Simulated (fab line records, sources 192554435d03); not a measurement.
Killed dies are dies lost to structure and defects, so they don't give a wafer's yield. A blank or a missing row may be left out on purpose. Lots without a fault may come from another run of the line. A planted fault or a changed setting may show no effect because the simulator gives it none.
fab line records | flow n5_finfet | part 1 of 2: steps 1 to 4 of 6
record lots=24 wafers=72 last_day=17
route steps=1938 shown BEOL_M0@749 BEOL_M1@751
lots that met no fault: from a run of the same line without faults
start_h: hours from the record's first day to the start of the lot's first wafer shown | wait_h: hours since the lot's step before | " the same as in the row above | L1.1+2: a row that stands for several wafers | - no value, or no start given | * or withheld: withheld | < > ~ a bound
route shown NAME@n: a module of which the file shows steps, and the number in the route of the first | usual: mean/standard deviation of fault-free wafers | same: alike in all rows | chamber/n: place in a boat | sites: the reading at each site | _std_site: their standard deviation | _edge_site: outer sites' mean less inner sites' | radius_mm: how far each site lies from the wafer's centre | mask NAME#n: copy n | behind: the tool/chamber that last shaped the wafer | hold: why the lot was held/for how many hours/how that ended | device: the transistor (n, p or np) that didn't switch | end of line: the same wafers' tests at the end of the route | a step without rows: its recipe alone | killed: dies lost to structure and defects at the first sort, not the wafer's yield | map: a wafer's dies, x killed, . not, _ none there
set.NAME: the setting as run; set.NAME@STEP: as run at that earlier step | model.NAME: the simulator's own value behind a step, which no gauge read
steps of the route over a sample of lots; a table a step, a row a wafer
services: from which hour (start_h, from the record's first day; less than 0 if before it) a tool's chamber was out of use, for how many hours, and why
## steps
# step N5_BEOL_M0_RS_MEAS_126
# recipe thk_meas_gauge=four-point-probe reads=Co_of_BEOL_M0_CO_CAP_123+Cu_of_BEOL_M0_ECD_118+Co_of_BEOL_M0_CVD_115+TaN_of_BEOL_M0_ALD_136
# usual M0_RS=0.529/0.015
# columns lot.wafer tool chamber start_h wait_h M0_RS[ohm/sq]
L075.2 film_metro-02 - 123.79 0.1 0.531
L075.4 " - " " 0.545
L075.5 " - " " 0.527
L074.1 film_metro-02 - 124.57 0.0 0.549
L074.3 " - " " 0.540
L074.5 " - " " 0.523
L076.1 film_metro-02 - 131.05 0.0 0.506
L076.2 " - " " 0.522
L076.3 " - " " 0.539
L077.1 film_metro-01 - 136.13 0.1 0.532
L077.2 " - " " 0.538
L077.4 " - " " 0.535
L078.1 film_metro-02 - 146.53 0.0 0.545
L078.5 " - " " 0.536
L078.6 " - " " 0.556
L079.2 film_metro-01 - 152.05 0.1 0.522
L079.3 " - " " 0.528
L079.5 " - " " 0.513
L080.2 film_metro-02 - 154.41 0.1 0.514
L080.3 " - " " 0.532
L080.6 " - " " 0.519
L081.1 film_metro-01 - 167.52 0.0 0.515
L081.3 " - " " 0.535
L081.6 " - " " 0.529
L082.1 film_metro-01 - 170.22 0.0 0.547
L082.3 " - " " 0.519
L082.6 " - " " 0.550
L083.3 film_metro-01 - 171.56 0.1 0.536
L083.4 " - " " 0.521
L083.6 " - " " 0.512
L084.1 film_metro-01 - 175.93 0.0 0.520
L084.5 " - " " 0.514
L084.6 " - " " 0.513
L085.1 film_metro-02 - 185.23 0.0 0.518
L085.4 " - " " 0.503
L085.6 " - " " 0.525
L086.1 film_metro-01 - 192.26 0.0 0.532
L086.4 " - " " 0.513
L086.5 " - " " 0.504
L087.1 film_metro-01 - 199.93 0.0 0.537
L087.3 " - " " 0.541
L087.5 " - " " 0.516
L088.1 film_metro-01 - 201.37 0.0 0.534
L088.2 " - " " 0.542
L088.4 " - " " 0.550
L089.1 film_metro-01 - 208.60 0.0 0.532
L089.3 " - " " 0.549
L089.6 " - " " 0.522
L090.1 film_metro-02 - 212.93 0.1 0.536
L090.4 " - " " 0.495
L090.6 " - " " 0.529
L091.4 film_metro-01 - 226.39 0.1 0.538
L091.5 " - " " 0.512
L091.6 " - " " 0.511
L092.1 film_metro-01 - 232.09 0.0 0.501
L092.2 " - " " 0.529
L092.4 " - " " 0.530
L093.1 film_metro-01 - 234.11 0.0 0.514
L093.4 " - " " 0.533
L093.5 " - " " 0.511
L094.4 film_metro-01 - 238.47 0.1 0.555
L094.5 " - " " 0.542
L094.6 " - " " 0.538
L095.1 film_metro-02 - 246.75 0.1 0.554
L095.3 " - " " 0.534
L095.6 " - " " 0.552
L096.1 film_metro-01 - 249.63 0.0 0.537
L096.5 " - " " 0.545
L096.6 " - " " 0.531
L097.1 film_metro-02 - 255.57 0.0 0.543
L097.2 " - " " 0.546
L097.6 " - " " 0.541
# step N5_BEOL_M1_ILD_DEP_00
# recipe material=SiOC target_thk_a=790 temp_c=350 precursor=DEMS/O2 pressure_torr=5 rf_w=500 time_s=15.3
# usual heater_power_w=469/61 showerhead_plenum_p_Torr=5.696/0.012 throttle_valve_pct=12.1/0.56
# columns lot.wafer tool chamber start_h wait_h heater_power_w showerhead_plenum_p_Torr since_wet_clean_h throttle_valve_pct
L075.2 pecvd-02 1 123.85 0.0 413 5.688 1734 12.5
L075.4 " 0 " " 507 5.693 - 12.4
L075.5 " 2 " " 403 5.707 - 11.8
L074.1 pecvd-03 2 124.63 0.0 564 5.709 2097 11.5
L074.3 " 0 " " 553 5.707 647 11.8
L074.5 " 0 " " 559 5.709 - 12.1
L076.1 pecvd-04 0 131.11 0.0 507 5.693 1197 12.4
L076.2 " 2 " " 426 5.701 443 11.1
L076.3 " 1 " " 432 5.707 1922 12.7
L077.1 pecvd-02 0 136.20 0.0 527 5.695 1021 12.5
L077.2 " 2 " " 336 5.701 233 11.8
L077.4 " 2 " " 339 5.694 - 11.8
L078.1 pecvd-02 2 146.59 0.0 361 5.690 244 11.7
L078.5 " 1 " " 482 5.697 - 12.7
L078.6 " 0 " " 440 5.696 - 12.4
L079.2 pecvd-04 2 152.12 0.0 515 5.686 464 11.3
L079.3 " 0 " " 441 5.694 1218 12.1
L079.5 " 0 " " 440 5.694 - 12.4
L080.2 pecvd-03 2 154.47 0.0 510 5.709 2127 11.6
L080.3 " 1 " " 455 5.684 1402 11.5
L080.6 " 2 " " 505 5.700 - 11.6
L081.1 pecvd-02 1 167.58 0.0 413 5.696 1778 12.7
L081.3 " 0 " " 532 5.680 1053 12.6
L081.6 " 2 " " 394 5.706 - 11.7
L082.1 pecvd-04 2 170.28 0.0 502 5.701 483 11.4
L082.3 " 1 " " 406 5.701 1962 13.0
L082.6 " 2 " " 487 5.690 - 11.5
L083.3 pecvd-02 2 171.62 0.0 352 5.700 269 12.1
L083.4 " 1 " " 452 5.694 - 12.7
L083.6 " 0 " " 504 5.694 - 12.4
L084.1 pecvd-02 1 176.00 0.0 455 5.716 1786 12.7
L084.5 " 2 " " 350 5.698 - 12.0
L084.6 " 0 " " 517 5.699 - 12.5
L085.1 pecvd-03 0 185.29 0.0 493 5.707 708 12.3
L085.4 " 1 " " 507 5.688 - 11.3
L085.6 " 0 " " 506 5.716 - 12.2
L086.1 pecvd-02 0 192.33 0.0 517 5.686 1077 12.5
L086.4 " 1 " " 496 5.701 - 12.7
L086.5 " 2 " " 376 5.686 - 11.7
L087.1 pecvd-04 0 199.99 0.0 507 5.690 1266 12.2
L087.3 " 2 " " 430 5.693 512 11.6
L087.5 " 0 " " 502 5.682 - 12.6
L088.1 pecvd-04 1 201.44 0.0 381 5.716 1993 13.2
L088.2 " 0 " " 504 5.691 1268 12.4
L088.4 " 2 " " 502 5.697 - 11.4
L089.1 pecvd-03 1 208.73 0.0 449 5.688 1456 11.4
L089.3 " 0 " " 506 5.710 - 12.2
L089.6 " 0 " " 524 5.721 - 12.1
L090.1 pecvd-02 0 212.99 0.0 448 5.691 1098 12.7
L090.4 " 0 " " 456 5.686 - 12.7
L090.6 " 2 " " 301 5.692 - 11.9
L091.4 pecvd-03 0 226.47 0.1 508 5.712 - 12.3
L091.5 " 0 " " 509 5.726 - 12.5
L091.6 " 1 " " 550 5.669 - 11.4
L092.1 pecvd-02 1 232.15 0.0 479 5.692 1842 12.7
L092.2 " 2 " " 358 5.705 329 11.8
L092.4 " 0 " " 480 5.708 - 12.6
L093.1 pecvd-03 2 234.18 0.0 557 5.681 3 11.4
L093.4 " 2 " " 545 5.693 - 11.4
L093.5 " 0 " " 508 5.703 - 12.4
L094.4 pecvd-03 2 238.55 0.1 544 5.696 - 11.3
L094.5 " 2 " " 535 5.697 - 11.6
L094.6 " 1 " " 541 5.692 - 11.5
L095.1 pecvd-03 2 246.81 0.0 533 5.689 15 11.5
L095.3 " 1 " " 502 5.682 - 11.2
L095.6 " 1 " " 509 5.700 - 11.4
L096.1 pecvd-02 1 249.69 0.0 497 5.715 1860 12.8
L096.5 " 0 " " 507 5.694 - 12.5
L096.6 " 2 " " 382 5.701 - 11.8
L097.1 pecvd-03 1 255.64 0.0 496 5.694 1503 11.3
L097.2 " 2 " " 490 5.707 24 11.4
L097.6 " 2 " " 480 5.712 - 11.5
# step N5_BEOL_M1_THK_MEAS_01
# recipe reads=SiOC_of_BEOL_M1_ILD_DEP_00
# usual M1_ILD_THK=79.3/1.1
# columns lot.wafer tool chamber start_h wait_h M1_ILD_THK[nm]
L075.2 film_metro-02 - 123.92 0.1 79.7
L075.4 " - " " 80.7
L075.5 " - " " 81.8
L074.1 film_metro-02 - 124.70 0.0 78.2
L074.3 " - " " 78.3
L074.5 " - " " 79.0
L076.1 film_metro-01 - 131.18 0.0 79.7
L076.2 " - " " 77.8
L076.3 " - " " 77.9
L077.1 film_metro-02 - 136.26 0.0 78.5
L077.2 " - " " 78.8
L077.4 " - " " 79.6
L078.1 film_metro-02 - 146.66 0.0 78.6
L078.5 " - " " 81.1
L078.6 " - " " 81.7
L079.2 film_metro-02 - 152.18 0.1 78.0
L079.3 " - " " 78.9
L079.5 " - " " 80.4
L080.2 film_metro-02 - 154.54 0.1 77.8
L080.3 " - " " 77.8
L080.6 " - " " 78.9
L081.1 film_metro-02 - 167.65 0.0 80.0
L081.3 " - " " 80.1
L081.6 " - " " 80.7
L082.1 film_metro-01 - 170.35 0.0 77.9
L082.3 " - " " 78.1
L082.6 " - " " 77.8
L083.3 film_metro-01 - 171.69 0.1 77.6
L083.4 " - " " 80.5
L083.6 " - " " 79.7
L084.1 film_metro-01 - 176.06 0.0 79.2
L084.5 " - " " 79.7
L084.6 " - " " 79.8
L085.1 film_metro-02 - 185.38 0.1 77.3
L085.4 " - " " 80.4
L085.6 " - " " 79.3
L086.1 film_metro-01 - 192.40 0.0 79.2
L086.4 " - " " 79.8
L086.5 " - " " 80.0
L087.1 film_metro-02 - 200.06 0.0 79.8
L087.3 " - " " 78.7
L087.5 " - " " 80.6
L088.1 film_metro-01 - 201.50 0.0 78.0
L088.2 " - " " 78.6
L088.4 " - " " 80.0
L089.1 film_metro-01 - 208.81 0.1 78.8
L089.3 " - " " 77.4
L089.6 " - " " 78.8
L090.1 film_metro-01 - 213.06 0.0 79.0
L090.4 " - " " 80.4
L090.6 " - " " 80.3
L091.4 film_metro-01 - 226.54 0.1 80.2
L091.5 " - " " 79.5
L091.6 " - " " 80.2
L092.1 film_metro-02 - 232.22 0.0 79.2
L092.2 " - " " 78.2
L092.4 " - " " 79.4
L093.1 film_metro-01 - 234.24 0.0 78.2
L093.4 " - " " 79.6
L093.5 " - " " 78.2
L094.4 film_metro-01 - 238.63 0.1 80.4
L094.5 " - " " 79.1
L094.6 " - " " 80.8
L095.1 film_metro-01 - 246.90 0.1 77.5
L095.3 " - " " 80.1
L095.6 " - " " 79.7
L096.1 film_metro-01 - 249.76 0.0 80.4
L096.5 " - " " 80.9
L096.6 " - " " 81.1
L097.1 film_metro-01 - 255.72 0.1 78.5
L097.2 " - " " 78.0
L097.6 " - " " 79.5
# step N5_BEOL_M1_ETCH_64
# recipe chemistry=N2/H2 target=SOC target_depth_a=750 overetch_a=150 mask_material=SiARC temp_c=40 time_s=112.5 ion_energy_ev=200 pressure_mtorr=30 source_w=840 bias_w=150 n2_flow_sccm=200 h2_flow_sccm=200
# usual drypump_motor_current_A=5.9/0.37 oes_product_au=0.62/0.064 rf_vpp_V=524.6/2.6 showerhead_plenum_p_Torr=2.56/0.096 throttle_valve_pct=17.82/0.26
# columns lot.wafer tool chamber start_h wait_h drypump_motor_current_A oes_product_au rf_hours_counter_h rf_vpp_V showerhead_plenum_p_Torr throttle_valve_pct
L075.2 rie_diel-06 0 124.84 0.0 5.6 0.60 159 523.4 2.53 17.91
L075.4 " 1 " " 6.0 0.59 130 526.9 2.65 17.78
L075.5 " 1 " " 6.0 0.60 - 526.5 2.65 17.79
L074.1 rie_diel-01 1 126.78 0.0 5.9 0.55 226 523.4 2.52 18.51
L074.3 " 3 " " 6.2 0.67 42 528.6 2.70 17.87
L074.5 " 1 " " 5.9 0.56 - 524.2 2.52 18.49
L076.1 rie_diel-01 1 132.40 0.0 5.9 0.55 228 522.1 2.52 18.52
L076.2 " 3 " " 6.2 0.67 45 527.6 2.70 17.86
L076.3 " 0 " " 5.1 0.72 20 522.5 2.48 17.65
L077.1 rie_diel-01 2 139.21 0.0 5.6 0.60 177 525.7 2.66 17.94
L077.2 " 1 " " 5.9 0.55 230 522.7 2.52 18.52
L077.4 " 2 " " 5.7 0.59 - 526.0 2.66 17.96
L078.1 rie_diel-06 2 149.04 0.0 5.9 0.63 90 527.1 2.69 17.93
L078.5 " 2 " " 5.9 0.62 - 528.2 2.69 17.94
L078.6 " 3 " " 6.4 0.58 - 527.3 2.60 17.67
L079.2 rie_diel-06 2 153.50 0.0 5.9 0.63 92 527.5 2.69 17.96
L079.3 " 3 " " 6.5 0.57 195 525.9 2.60 17.67
L079.5 " 2 " " 5.9 0.62 - 526.9 2.69 17.95
L080.2 rie_diel-06 3 155.87 0.0 6.5 0.57 196 524.8 2.60 17.67
L080.3 " 1 " " 6.1 0.59 140 526.2 2.64 17.78
L080.6 " 3 " " 6.5 0.57 - 528.4 2.60 17.68
L081.1 rie_diel-02 2 169.35 0.0 5.9 0.64 70 521.5 2.46 17.51
L081.3 " 0 " " 5.6 0.57 218 520.0 2.40 17.52
L081.6 " 1 " " 6.4 0.74 - 523.1 2.49 17.47
L082.1 rie_diel-02 3 171.95 0.0 5.6 0.54 244 525.3 2.61 18.07
L082.3 " 2 " " 5.9 0.65 71 521.7 2.46 17.54
L082.6 " 3 " " 5.5 0.54 - 525.3 2.61 18.09
L083.3 rie_diel-06 2 172.48 0.0 5.9 0.63 97 527.1 2.69 17.95
L083.4 " 3 " " 6.4 0.57 201 526.8 2.60 17.68
L083.6 " 2 " " 5.9 0.63 - 527.4 2.69 17.94
L084.1 rie_diel-06 2 177.99 0.0 5.9 0.62 100 528.0 2.68 17.95
L084.5 " 1 " " 6.0 0.58 - 526.5 2.64 17.80
L084.6 " 2 " " 5.9 0.62 - 527.5 2.68 17.96
L085.1 rie_diel-02 1 187.69 0.0 6.4 0.74 21 522.6 2.48 17.49
L085.4 " 2 " " 5.9 0.65 75 520.8 2.46 17.54
L085.6 " 2 " " 6.0 0.65 - 522.2 2.46 17.52
L086.1 rie_diel-01 1 194.70 0.0 5.9 0.55 246 522.9 2.51 18.54
L086.4 " 0 " " 5.1 0.70 - 521.5 2.48 17.67
L086.5 " 3 " " 6.2 0.65 - 528.6 2.70 17.92
L087.1 rie_diel-02 0 201.20 0.0 5.6 0.57 229 519.6 2.40 17.55
L087.3 " 1 " " 6.3 0.73 26 521.5 2.48 17.49
L087.5 " 1 " " 6.4 0.73 - 522.6 2.48 17.49
L088.1 rie_diel-06 0 202.24 0.0 5.6 0.59 182 522.8 2.53 17.95
L088.2 " 3 " " 6.4 0.56 211 524.9 2.60 17.69
L088.4 " 1 " " 6.0 0.57 154 527.0 2.64 17.81
L089.1 rie_diel-02 1 210.81 0.0 6.4 0.72 30 523.3 2.48 17.50
L089.3 " 2 " " 5.9 0.64 83 520.0 2.45 17.55
L089.6 " 1 " " 6.4 0.72 - 522.0 2.48 17.48
L090.1 rie_diel-01 0 216.30 0.0 5.1 0.69 44 522.9 2.47 17.70
L090.4 " 2 " " 5.6 0.58 - 526.9 2.65 17.99
L090.6 " 3 " " 6.2 0.65 - 527.2 2.69 17.92
L091.4 rie_diel-02 1 227.86 0.0 6.4 0.70 35 522.4 2.48 17.52
L091.5 " 1 " " 6.4 0.70 - 522.2 2.48 17.52
L091.6 " 0 " " 5.7 0.56 - 519.8 2.39 17.59
L092.1 rie_diel-01 3 234.12 0.0 6.2 0.64 73 528.4 2.69 17.93
L092.2 " 0 " " 5.1 0.68 51 523.0 2.47 17.70
L092.4 " 3 " " 6.3 0.65 - 527.8 2.69 17.93
L093.1 rie_diel-01 1 237.65 0.0 6.0 0.80 0 522.5 2.51 18.16
L093.4 " 2 " " 5.6 0.58 205 525.9 2.64 17.99
L093.5 " 1 " " 6.0 0.81 - 522.5 2.51 18.16
L094.4 rie_diel-01 1 239.46 0.0 5.9 0.79 1 522.1 2.51 18.14
L094.5 " 0 " " 5.1 0.67 - 523.2 2.47 17.69
L094.6 " 1 " " 5.9 0.80 - 524.3 2.51 18.16
L095.1 rie_diel-06 2 249.08 0.0 5.9 0.61 120 528.8 2.68 18.00
L095.3 " 1 " " 6.0 0.57 168 527.8 2.63 17.84
L095.6 " 1 " " 6.0 0.57 - 528.6 2.63 17.84
L096.1 rie_diel-02 1 252.03 0.0 6.4 0.70 43 522.3 2.48 17.52
L096.5 " 2 " " 6.0 0.63 - 522.1 2.45 17.55
L096.6 " 1 " " 6.4 0.70 - 522.3 2.48 17.51
L097.1 rie_diel-06 3 259.84 0.0 6.5 0.56 229 524.2 2.59 17.74
L097.2 " 2 " " 5.9 0.60 123 527.1 2.67 18.02
L097.6 " 2 " " 5.9 0.61 - 527.4 2.67 17.98
